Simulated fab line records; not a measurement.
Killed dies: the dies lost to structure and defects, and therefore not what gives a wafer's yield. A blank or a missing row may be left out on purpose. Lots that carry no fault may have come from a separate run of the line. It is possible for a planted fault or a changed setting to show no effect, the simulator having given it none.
Which tool was responsible? / flow n5-finfet / 24 lots, 72 wafers sampled, at 6 steps of a route of 1938

WHAT EACH GAUGE READ, for each wafer
N5_BEOL_M8_OVL_MEAS_12.
lot=L075; measured=day 9 13:52; on=overlay-02; M8_OVL (nm)=-0.2 0.1 -1.8
lot=L076; measured=day 9 21:54; on=overlay-01; M8_OVL (nm)=1.0 0.1 0.5
lot=L074; measured=day 9 21:59; on=overlay-01; M8_OVL (nm)=-0.4 -0.8 -1.3
lot=L077; measured=day 10 06:12; on=overlay-02; M8_OVL (nm)=0.5 0.9 -0.3
lot=L079; measured=day 11 06:23; on=overlay-01; M8_OVL (nm)=1.2 -0.2 0.8
lot=L078; measured=day 11 09:28; on=overlay-02; M8_OVL (nm)=1.0 -0.1 1.0
lot=L082; measured=day 11 12:11; on=overlay-02; M8_OVL (nm)=-1.1 0.7 0.2
lot=L080; measured=day 11 12:21; on=overlay-01; M8_OVL (nm)=-0.5 0.8 0.3
lot=L081; measured=day 11 15:47; on=overlay-02; M8_OVL (nm)=-0.3 -0.1 0.8
lot=L083; measured=day 11 19:20; on=overlay-01; M8_OVL (nm)=0.7 0.1 0.7
lot=L084; measured=day 11 20:00; on=overlay-02; M8_OVL (nm)=1.5 0.0 1.1
lot=L085; measured=day 12 00:41; on=overlay-01; M8_OVL (nm)=0.7 0.3 -0.9
lot=L086; measured=day 12 18:07; on=overlay-02; M8_OVL (nm)=-0.1 -0.2 0.5
lot=L087; measured=day 12 18:31; on=overlay-01; M8_OVL (nm)=-0.8 0.3 0.9
lot=L088; measured=day 13 02:22; on=overlay-01; M8_OVL (nm)=1.5 0.9 1.4
lot=L089; measured=day 13 10:32; on=overlay-02; M8_OVL (nm)=-0.6 0.5 -0.2
lot=L090; measured=day 13 13:11; on=overlay-02; M8_OVL (nm)=-0.3 1.4 1.1
lot=L091; measured=day 13 17:52; on=overlay-02; M8_OVL (nm)=1.2 0.9 0.1
lot=L092; measured=day 14 00:11; on=overlay-02; M8_OVL (nm)=0.2 1.5 0.8
lot=L095; measured=day 14 14:49; on=overlay-01; M8_OVL (nm)=-1.0 1.0 -0.6
lot=L093; measured=day 14 19:40; on=overlay-01; M8_OVL (nm)=0.9 1.0 0.9
lot=L094; measured=day 15 03:05; on=overlay-01; M8_OVL (nm)=1.0 0.3 1.0
lot=L096; measured=day 15 03:16; on=overlay-02; M8_OVL (nm)=0.0 -0.5 0.9
lot=L097; measured=day 15 11:42; on=overlay-02; M8_OVL (nm)=-0.9 0.7 -0.8

N5_BEOL_M8_CD_MEAS_18: pitch 80 nm, target cd 40 nm.
lot=L075; measured=day 9 14:25; on=cd-sem-01; cd-nm (nm)=41.2 40.4 40.4
lot=L076; measured=day 9 22:31; on=cd-sem-03; cd-nm (nm)=40.4 41.1 40.9
lot=L074; measured=day 9 22:44; on=cd-sem-01; cd-nm (nm)=40.2 39.5 39.9
lot=L077; measured=day 10 06:43; on=cd-sem-02; cd-nm (nm)=40.6 40.0 40.4
lot=L079; measured=day 11 07:08; on=cd-sem-03; cd-nm (nm)=39.5 39.5 40.0
lot=L078; measured=day 11 09:59; on=cd-sem-02; cd-nm (nm)=39.7 40.1 39.3
lot=L082; measured=day 11 13:04; on=cd-sem-02; cd-nm (nm)=39.5 39.3 40.1
lot=L080; measured=day 11 13:14; on=cd-sem-02; cd-nm (nm)=39.3 39.7 39.0
lot=L081; measured=day 11 16:25; on=cd-sem-01; cd-nm (nm)=39.7 40.5 40.1
lot=L083; measured=day 11 19:55; on=cd-sem-02; cd-nm (nm)=40.2 40.2 40.9
lot=L084; measured=day 11 20:31; on=cd-sem-02; cd-nm (nm)=39.2 37.9 39.4
lot=L085; measured=day 12 01:35; on=cd-sem-01; cd-nm (nm)=40.7 39.6 40.2
lot=L086; measured=day 12 19:01; on=cd-sem-03; cd-nm (nm)=39.5 40.2 39.9
lot=L087; measured=day 12 19:10; on=cd-sem-03; cd-nm (nm)=40.8 40.5 40.6
lot=L088; measured=day 13 02:53; on=cd-sem-03; cd-nm (nm)=40.5 41.4 40.5
lot=L089; measured=day 13 11:13; on=cd-sem-02; cd-nm (nm)=40.4 40.1 39.5
lot=L090; measured=day 13 14:43; on=cd-sem-02; cd-nm (nm)=39.5 40.0 39.6
lot=L091; measured=day 13 18:25; on=cd-sem-03; cd-nm (nm)=39.7 39.6 39.7
lot=L092; measured=day 14 00:52; on=cd-sem-03; cd-nm (nm)=39.6 40.5 40.4
lot=L095; measured=day 14 15:28; on=cd-sem-03; cd-nm (nm)=39.3 39.3 39.5
lot=L093; measured=day 14 20:11; on=cd-sem-02; cd-nm (nm)=39.3 38.9 39.8
lot=L094; measured=day 15 03:44; on=cd-sem-02; cd-nm (nm)=39.8 40.7 40.6
lot=L096; measured=day 15 03:52; on=cd-sem-02; cd-nm (nm)=39.6 39.4 40.2
lot=L097; measured=day 15 12:13; on=cd-sem-02; cd-nm (nm)=40.4 41.1 40.3

N5_BEOL_M8_INSPECT_30: inspects for defects (brightfield).
lot=L075; measured=day 9 15:57; on=defect-inspect-01; raw-defect-count=402 243 360
lot=L076; measured=day 9 23:40; on=defect-inspect-01; raw-defect-count=405 346 479
lot=L074; measured=day 9 23:30; on=defect-inspect-02; raw-defect-count=450 387 558
lot=L077; measured=day 10 11:55; on=defect-inspect-02; raw-defect-count=581 595 696
lot=L079; measured=day 11 08:46; on=defect-inspect-01; raw-defect-count=467 298 450
lot=L078; measured=day 11 10:55; on=defect-inspect-02; raw-defect-count=316 416 461
lot=L082; measured=day 11 14:32; on=defect-inspect-01; raw-defect-count=334 233 231
lot=L080; measured=day 11 14:29; on=defect-inspect-02; raw-defect-count=438 274 577
lot=L081; measured=day 11 16:49; on=defect-inspect-02; raw-defect-count=418 296 418
lot=L083; measured=day 11 23:47; on=defect-inspect-01; raw-defect-count=637 443 655
lot=L084; measured=day 11 23:58; on=defect-inspect-02; raw-defect-count=533 521 492
lot=L085; measured=day 12 02:36; on=defect-inspect-01; raw-defect-count=562 481 295
lot=L086; measured=day 12 19:25; on=defect-inspect-02; raw-defect-count=235 321 357
lot=L087; measured=day 12 19:41; on=defect-inspect-02; raw-defect-count=360 437 457
lot=L088; measured=day 13 04:13; on=defect-inspect-01; raw-defect-count=426 388 305
lot=L089; measured=day 13 11:44; on=defect-inspect-01; raw-defect-count=352 301 326
lot=L090; measured=day 13 16:53; on=defect-inspect-01; raw-defect-count=259 238 297
lot=L091; measured=day 13 21:13; on=defect-inspect-01; raw-defect-count=283 464 471
lot=L092; measured=day 14 02:27; on=defect-inspect-01; raw-defect-count=372 573 455
lot=L095; measured=day 14 18:32; on=defect-inspect-01; raw-defect-count=418 270 459
lot=L093; measured=day 14 22:51; on=defect-inspect-02; raw-defect-count=389 387 357
lot=L094; measured=day 15 04:44; on=defect-inspect-02; raw-defect-count=443 462 449
lot=L096; measured=day 15 04:50; on=defect-inspect-02; raw-defect-count=315 371 340
lot=L097; measured=day 15 14:50; on=defect-inspect-01; raw-defect-count=573 436 756

N5_BEOL_M8_INSPECT_58: inspects for defects (darkfield).
lot=L075; measured=day 9 18:55; on=defect-inspect-02; raw-defect-count=86 61 74
lot=L076; measured=day 10 02:49; on=defect-inspect-01; raw-defect-count=58 54 116
lot=L074; measured=day 10 02:25; on=defect-inspect-02; raw-defect-count=97 114 55
lot=L077; measured=day 10 15:10; on=defect-inspect-02; raw-defect-count=68 48 79
lot=L079; measured=day 11 12:22; on=defect-inspect-01; raw-defect-count=77 72 113
lot=L078; measured=day 11 13:49; on=defect-inspect-01; raw-defect-count=84 74 57
lot=L082; measured=day 11 17:47; on=defect-inspect-01; raw-defect-count=46 68 49
lot=L080; measured=day 11 17:31; on=defect-inspect-02; raw-defect-count=72 119 29
lot=L081; measured=day 11 21:03; on=defect-inspect-02; raw-defect-count=73 75 76
lot=L083; measured=day 12 04:38; on=defect-inspect-02; raw-defect-count=114 106 88
lot=L084; measured=day 12 04:54; on=defect-inspect-01; raw-defect-count=108 94 71
lot=L085; measured=day 12 05:32; on=defect-inspect-02; raw-defect-count=180 80 81
lot=L086; measured=day 13 00:12; on=defect-inspect-02; raw-defect-count=54 77 53
lot=L087; measured=day 13 00:29; on=defect-inspect-01; raw-defect-count=122 86 61
lot=L088; measured=day 13 08:31; on=defect-inspect-02; raw-defect-count=119 106 150
lot=L089; measured=day 13 15:53; on=defect-inspect-02; raw-defect-count=85 75 95
lot=L090; measured=day 13 21:24; on=defect-inspect-01; raw-defect-count=40 72 68
lot=L091; measured=day 14 00:26; on=defect-inspect-01; raw-defect-count=68 74 88
lot=L092; measured=day 14 06:28; on=defect-inspect-02; raw-defect-count=69 93 74
lot=L095; measured=day 14 22:26; on=defect-inspect-01; raw-defect-count=73 65 57
lot=L093; measured=day 15 02:50; on=defect-inspect-01; raw-defect-count=102 68 43
lot=L094; measured=day 15 08:44; on=defect-inspect-01; raw-defect-count=67 33 46
lot=L096; measured=day 15 09:17; on=defect-inspect-01; raw-defect-count=50 67 47
lot=L097; measured=day 15 19:59; on=defect-inspect-02; raw-defect-count=53 63 59

WHAT TOOL EACH LOT RAN ON (gives the tool, then ch and the chambers of the sampled wafers, and finally the start)
lot=L075; N5_BEOL_M8_ETCH_61=rie-diel-01 ch 0,2, day 9 14:00; N5_BEOL_M8_CURE_75=uv-cure-02 ch 2, day 9 16:40
lot=L076; N5_BEOL_M8_ETCH_61=rie-diel-04 ch 0,2,3, day 9 22:03; N5_BEOL_M8_CURE_75=uv-cure-03 ch 0, day 10 00:28
lot=L074; N5_BEOL_M8_ETCH_61=rie-diel-04 ch 0,1, day 9 22:18; N5_BEOL_M8_CURE_75=uv-cure-03 ch 0, day 10 00:13
lot=L077; N5_BEOL_M8_ETCH_61=rie-diel-01 ch 2,3, day 10 06:17; N5_BEOL_M8_CURE_75=uv-cure-01 ch 1, day 10 13:02
lot=L079; N5_BEOL_M8_ETCH_61=rie-diel-04 ch 0,2,3, day 11 06:43; N5_BEOL_M8_CURE_75=uv-cure-03 ch 2, day 11 09:29
lot=L078; N5_BEOL_M8_ETCH_61=rie-diel-02 ch 1,3, day 11 09:34; N5_BEOL_M8_CURE_75=uv-cure-02 ch 2, day 11 11:34
lot=L082; N5_BEOL_M8_ETCH_61=rie-diel-02 ch 2,3, day 11 12:34; N5_BEOL_M8_CURE_75=uv-cure-01 ch 0, day 11 15:23
lot=L080; N5_BEOL_M8_ETCH_61=rie-diel-04 ch 0,3, day 11 12:46; N5_BEOL_M8_CURE_75=uv-cure-03 ch 0, day 11 15:11
lot=L081; N5_BEOL_M8_ETCH_61=rie-diel-01 ch 1,2, day 11 15:59; N5_BEOL_M8_CURE_75=uv-cure-03 ch 0, day 11 17:29
lot=L083; N5_BEOL_M8_ETCH_61=rie-diel-01 ch 0,1,2, day 11 19:29; N5_BEOL_M8_CURE_75=uv-cure-01 ch 2, day 12 00:43
lot=L084; N5_BEOL_M8_ETCH_61=rie-diel-02 ch 0,1,3, day 11 20:05; N5_BEOL_M8_CURE_75=uv-cure-02 ch 1, day 12 00:58
lot=L085; N5_BEOL_M8_ETCH_61=rie-diel-01 ch 0,1, day 12 01:10; N5_BEOL_M8_CURE_75=uv-cure-02 ch 1, day 12 03:27
lot=L086; N5_BEOL_M8_ETCH_61=rie-diel-01 ch 1,2,3, day 12 18:22; N5_BEOL_M8_CURE_75=uv-cure-01 ch 2, day 12 20:16
lot=L087; N5_BEOL_M8_ETCH_61=rie-diel-01 ch 0,1, day 12 18:43; N5_BEOL_M8_CURE_75=uv-cure-02 ch 1, day 12 20:44
lot=L088; N5_BEOL_M8_ETCH_61=rie-diel-01 ch 1,2,3, day 13 02:28; N5_BEOL_M8_CURE_75=uv-cure-03 ch 2, day 13 04:58
lot=L089; N5_BEOL_M8_ETCH_61=rie-diel-04 ch 0,2,3, day 13 10:37; N5_BEOL_M8_CURE_75=uv-cure-02 ch 1, day 13 12:34
lot=L090; N5_BEOL_M8_ETCH_61=rie-diel-01 ch 1,2,3, day 13 14:14; N5_BEOL_M8_CURE_75=uv-cure-03 ch 1, day 13 17:43
lot=L091; N5_BEOL_M8_ETCH_61=rie-diel-02 ch 0,2,3, day 13 17:59; N5_BEOL_M8_CURE_75=uv-cure-01 ch 0, day 13 22:00
lot=L092; N5_BEOL_M8_ETCH_61=rie-diel-02 ch 0,1,2, day 14 00:26; N5_BEOL_M8_CURE_75=uv-cure-01 ch 1, day 14 04:16
lot=L095; N5_BEOL_M8_ETCH_61=rie-diel-04 ch 1,3, day 14 14:55; N5_BEOL_M8_CURE_75=uv-cure-02 ch 1, day 14 19:18
lot=L093; N5_BEOL_M8_ETCH_61=rie-diel-01 ch 0,1,3, day 14 19:46; N5_BEOL_M8_CURE_75=uv-cure-01 ch 1, day 14 23:57
lot=L094; N5_BEOL_M8_ETCH_61=rie-diel-01 ch 1,3, day 15 03:16; N5_BEOL_M8_CURE_75=uv-cure-03 ch 0, day 15 05:31
lot=L096; N5_BEOL_M8_ETCH_61=rie-diel-04 ch 0,1,2, day 15 03:26; N5_BEOL_M8_CURE_75=uv-cure-02 ch 0, day 15 05:54
lot=L097; N5_BEOL_M8_ETCH_61=rie-diel-02 ch 0,3, day 15 11:47; N5_BEOL_M8_CURE_75=uv-cure-03 ch 0, day 15 16:00
- N5_BEOL_M8_ETCH_61: etches SiARC in CF4, target depth 45.5 nm, time 75.8 s.
- N5_BEOL_M8_CURE_75: cures SiCOH lowk, time 120 s.

AS READ BY THE TOOLS THEMSELVES (means over the sampled wafers that have a number; for cases with no such wafer, the mark the record gives instead)
N5_BEOL_M8_ETCH_61.
lot=L075; tool=rie-diel-01; bias-w (W)=35.98; drypump-motor-current-A (A)=5.2; etch-rf-on-time-s (s)=76.2; oes-product-au (a.u.)=0.69; rf-fwd-power-W (W)=541.9; rf-vpp-V (V)=183.8; showerhead-plenum-p-Torr (Torr)=2.10; throttle-valve-pct (%)=15.57
lot=L076; tool=rie-diel-04; bias-w (W)=36.00; drypump-motor-current-A (A)=6.1; etch-rf-on-time-s (s)=74.8; oes-product-au (a.u.)=0.66; rf-fwd-power-W (W)=540.9; rf-vpp-V (V)=183.5; showerhead-plenum-p-Torr (Torr)=2.06; throttle-valve-pct (%)=15.73
lot=L074; tool=rie-diel-04; bias-w (W)=36.08; drypump-motor-current-A (A)=6.5; etch-rf-on-time-s (s)=76.0; oes-product-au (a.u.)=0.60; rf-fwd-power-W (W)=538.9; rf-vpp-V (V)=181.9; showerhead-plenum-p-Torr (Torr)=2.06; throttle-valve-pct (%)=16.01
lot=L077; tool=rie-diel-01; bias-w (W)=36.02; drypump-motor-current-A (A)=5.5; etch-rf-on-time-s (s)=76.8; oes-product-au (a.u.)=0.67; rf-fwd-power-W (W)=541.5; rf-vpp-V (V)=184.1; showerhead-plenum-p-Torr (Torr)=2.10; throttle-valve-pct (%)=15.45
lot=L079; tool=rie-diel-04; bias-w (W)=35.97; drypump-motor-current-A (A)=6.1; etch-rf-on-time-s (s)=75.3; oes-product-au (a.u.)=0.64; rf-fwd-power-W (W)=538.6; rf-vpp-V (V)=182.8; showerhead-plenum-p-Torr (Torr)=2.05; throttle-valve-pct (%)=15.74
lot=L078; tool=rie-diel-02; bias-w (W)=35.90; drypump-motor-current-A (A)=6.1; etch-rf-on-time-s (s)=74.1; oes-product-au (a.u.)=0.61; rf-fwd-power-W (W)=540.1; rf-vpp-V (V)=184.2; showerhead-plenum-p-Torr (Torr)=2.13; throttle-valve-pct (%)=15.98
lot=L082; tool=rie-diel-02; bias-w (W)=36.00; drypump-motor-current-A (A)=5.3; etch-rf-on-time-s (s)=73.9; oes-product-au (a.u.)=0.61; rf-fwd-power-W (W)=538.7; rf-vpp-V (V)=184.1; showerhead-plenum-p-Torr (Torr)=2.15; throttle-valve-pct (%)=15.97
lot=L080; tool=rie-diel-04; bias-w (W)=36.03; drypump-motor-current-A (A)=6.3; etch-rf-on-time-s (s)=76.0; oes-product-au (a.u.)=0.61; rf-fwd-power-W (W)=538.2; rf-vpp-V (V)=182.4; showerhead-plenum-p-Torr (Torr)=2.03; throttle-valve-pct (%)=15.97
lot=L081; tool=rie-diel-01; bias-w (W)=36.04; drypump-motor-current-A (A)=5.2; etch-rf-on-time-s (s)=76.7; oes-product-au (a.u.)=0.66; rf-fwd-power-W (W)=539.2; rf-vpp-V (V)=183.8; showerhead-plenum-p-Torr (Torr)=2.10; throttle-valve-pct (%)=15.59
lot=L083; tool=rie-diel-01; bias-w (W)=35.99; drypump-motor-current-A (A)=5.3; etch-rf-on-time-s (s)=76.7; oes-product-au (a.u.)=0.67; rf-fwd-power-W (W)=541.7; rf-vpp-V (V)=184.1; showerhead-plenum-p-Torr (Torr)=2.13; throttle-valve-pct (%)=15.58
lot=L084; tool=rie-diel-02; bias-w (W)=35.89; drypump-motor-current-A (A)=5.7; etch-rf-on-time-s (s)=74.8; oes-product-au (a.u.)=0.66; rf-fwd-power-W (W)=540.4; rf-vpp-V (V)=184.2; showerhead-plenum-p-Torr (Torr)=2.15; throttle-valve-pct (%)=15.85
lot=L085; tool=rie-diel-01; bias-w (W)=36.08; drypump-motor-current-A (A)=5.4; etch-rf-on-time-s (s)=76.6; oes-product-au (a.u.)=0.68; rf-fwd-power-W (W)=540.1; rf-vpp-V (V)=183.9; showerhead-plenum-p-Torr (Torr)=2.17; throttle-valve-pct (%)=15.57
lot=L086; tool=rie-diel-01; bias-w (W)=36.02; drypump-motor-current-A (A)=5.6; etch-rf-on-time-s (s)=76.5; oes-product-au (a.u.)=0.66; rf-fwd-power-W (W)=539.6; rf-vpp-V (V)=182.7; showerhead-plenum-p-Torr (Torr)=2.13; throttle-valve-pct (%)=15.47
lot=L087; tool=rie-diel-01; bias-w (W)=35.98; drypump-motor-current-A (A)=5.3; etch-rf-on-time-s (s)=76.8; oes-product-au (a.u.)=0.68; rf-fwd-power-W (W)=540.7; rf-vpp-V (V)=184.7; showerhead-plenum-p-Torr (Torr)=2.16; throttle-valve-pct (%)=15.59
lot=L088; tool=rie-diel-01; bias-w (W)=36.15; drypump-motor-current-A (A)=5.6; etch-rf-on-time-s (s)=76.3; oes-product-au (a.u.)=0.66; rf-fwd-power-W (W)=539.8; rf-vpp-V (V)=183.9; showerhead-plenum-p-Torr (Torr)=2.13; throttle-valve-pct (%)=15.46
lot=L089; tool=rie-diel-04; bias-w (W)=35.96; drypump-motor-current-A (A)=6.1; etch-rf-on-time-s (s)=75.8; oes-product-au (a.u.)=0.64; rf-fwd-power-W (W)=540.2; rf-vpp-V (V)=182.4; showerhead-plenum-p-Torr (Torr)=2.05; throttle-valve-pct (%)=15.79
lot=L090; tool=rie-diel-01; bias-w (W)=36.02; drypump-motor-current-A (A)=5.6; etch-rf-on-time-s (s)=77.1; oes-product-au (a.u.)=0.65; rf-fwd-power-W (W)=539.9; rf-vpp-V (V)=184.3; showerhead-plenum-p-Torr (Torr)=2.13; throttle-valve-pct (%)=15.47
lot=L091; tool=rie-diel-02; bias-w (W)=36.03; drypump-motor-current-A (A)=5.5; etch-rf-on-time-s (s)=74.7; oes-product-au (a.u.)=0.66; rf-fwd-power-W (W)=539.7; rf-vpp-V (V)=183.9; showerhead-plenum-p-Torr (Torr)=2.17; throttle-valve-pct (%)=15.80
lot=L092; tool=rie-diel-02; bias-w (W)=35.92; drypump-motor-current-A (A)=6.0; etch-rf-on-time-s (s)=75.8; oes-product-au (a.u.)=0.65; rf-fwd-power-W (W)=539.9; rf-vpp-V (V)=184.6; showerhead-plenum-p-Torr (Torr)=2.17; throttle-valve-pct (%)=15.73
lot=L095; tool=rie-diel-04; bias-w (W)=36.01; drypump-motor-current-A (A)=5.8; etch-rf-on-time-s (s)=75.8; oes-product-au (a.u.)=0.74; rf-fwd-power-W (W)=540.0; rf-vpp-V (V)=183.0; showerhead-plenum-p-Torr (Torr)=2.08; throttle-valve-pct (%)=15.73
lot=L093; tool=rie-diel-01; bias-w (W)=36.01; drypump-motor-current-A (A)=5.6; etch-rf-on-time-s (s)=76.3; oes-product-au (a.u.)=0.66; rf-fwd-power-W (W)=540.2; rf-vpp-V (V)=183.5; showerhead-plenum-p-Torr (Torr)=2.15; throttle-valve-pct (%)=15.49
lot=L094; tool=rie-diel-01; bias-w (W)=36.00; drypump-motor-current-A (A)=5.7; etch-rf-on-time-s (s)=75.7; oes-product-au (a.u.)=0.65; rf-fwd-power-W (W)=540.4; rf-vpp-V (V)=184.9; showerhead-plenum-p-Torr (Torr)=2.16; throttle-valve-pct (%)=15.47
lot=L096; tool=rie-diel-04; bias-w (W)=35.97; drypump-motor-current-A (A)=6.3; etch-rf-on-time-s (s)=73.8; oes-product-au (a.u.)=0.77; rf-fwd-power-W (W)=539.0; rf-vpp-V (V)=183.5; showerhead-plenum-p-Torr (Torr)=2.14; throttle-valve-pct (%)=15.56
lot=L097; tool=rie-diel-02; bias-w (W)=36.06; drypump-motor-current-A (A)=5.4; etch-rf-on-time-s (s)=75.8; oes-product-au (a.u.)=0.67; rf-fwd-power-W (W)=537.7; rf-vpp-V (V)=184.2; showerhead-plenum-p-Torr (Torr)=2.16; throttle-valve-pct (%)=15.78

N5_BEOL_M8_CURE_75.
lot=L075; tool=uv-cure-02; lamp-power-pct (%)=52.31; wafer_temp_C_max=371.5
lot=L076; tool=uv-cure-03; lamp-power-pct (%)=52.30; wafer_temp_C_max=372.7
lot=L074; tool=uv-cure-03; lamp-power-pct (%)=52.26; wafer_temp_C_max=372.7
lot=L077; tool=uv-cure-01; lamp-power-pct (%)=52.32; wafer_temp_C_max=371.1
lot=L079; tool=uv-cure-03; lamp-power-pct (%)=52.28; wafer_temp_C_max=372.0
lot=L078; tool=uv-cure-02; lamp-power-pct (%)=52.30; wafer_temp_C_max=371.7
lot=L082; tool=uv-cure-01; lamp-power-pct (%)=52.30; wafer_temp_C_max=372.1
lot=L080; tool=uv-cure-03; lamp-power-pct (%)=52.29; wafer_temp_C_max=372.0
lot=L081; tool=uv-cure-03; lamp-power-pct (%)=52.28; wafer_temp_C_max=372.0
lot=L083; tool=uv-cure-01; lamp-power-pct (%)=52.30; wafer_temp_C_max=371.1
lot=L084; tool=uv-cure-02; lamp-power-pct (%)=52.34; wafer_temp_C_max=372.2
lot=L085; tool=uv-cure-02; lamp-power-pct (%)=52.34; wafer_temp_C_max=372.2
lot=L086; tool=uv-cure-01; lamp-power-pct (%)=52.37; wafer_temp_C_max=371.8
lot=L087; tool=uv-cure-02; lamp-power-pct (%)=52.35; wafer_temp_C_max=372.0
lot=L088; tool=uv-cure-03; lamp-power-pct (%)=52.29; wafer_temp_C_max=371.9
lot=L089; tool=uv-cure-02; lamp-power-pct (%)=52.33; wafer_temp_C_max=372.3
lot=L090; tool=uv-cure-03; lamp-power-pct (%)=52.30; wafer_temp_C_max=370.9
lot=L091; tool=uv-cure-01; lamp-power-pct (%)=52.38; wafer_temp_C_max=372.1
lot=L092; tool=uv-cure-01; lamp-power-pct (%)=52.32; wafer_temp_C_max=371.6
lot=L095; tool=uv-cure-02; lamp-power-pct (%)=52.33; wafer_temp_C_max=373.0
lot=L093; tool=uv-cure-01; lamp-power-pct (%)=52.30; wafer_temp_C_max=372.2
lot=L094; tool=uv-cure-03; lamp-power-pct (%)=52.31; wafer_temp_C_max=372.3
lot=L096; tool=uv-cure-02; lamp-power-pct (%)=52.34; wafer_temp_C_max=371.4
lot=L097; tool=uv-cure-03; lamp-power-pct (%)=52.37; wafer_temp_C_max=371.9

THE ANSWER, worked out from the rows above alone
Rule: what is usual is taken from the lots themselves. Put in order of their means at a reading, lots are off if they are a third of the lots or fewer, leave a main group of 4 or more, and stand apart from it by a gap of 3 or more times the standard deviation of the main group's means; of several such gaps the widest counts. Not used: any main group whose means are identical at the precision the tables above print for the reading. Also off: a lot with no number at a reading for which 4 or more lots have one. All remaining lots with rows at the step are treated as sound. The gauges are gone through in route order, then the tools' own readings, and for those a lot's mean is taken as printed above. The first step at which some lot is off is used, and at that step the reading that is off furthest; a lot without a number counts as furthest.
No lot is off at any reading shown: from this, nothing can be told.

WHAT THE SIMULATOR HAD INSERTED
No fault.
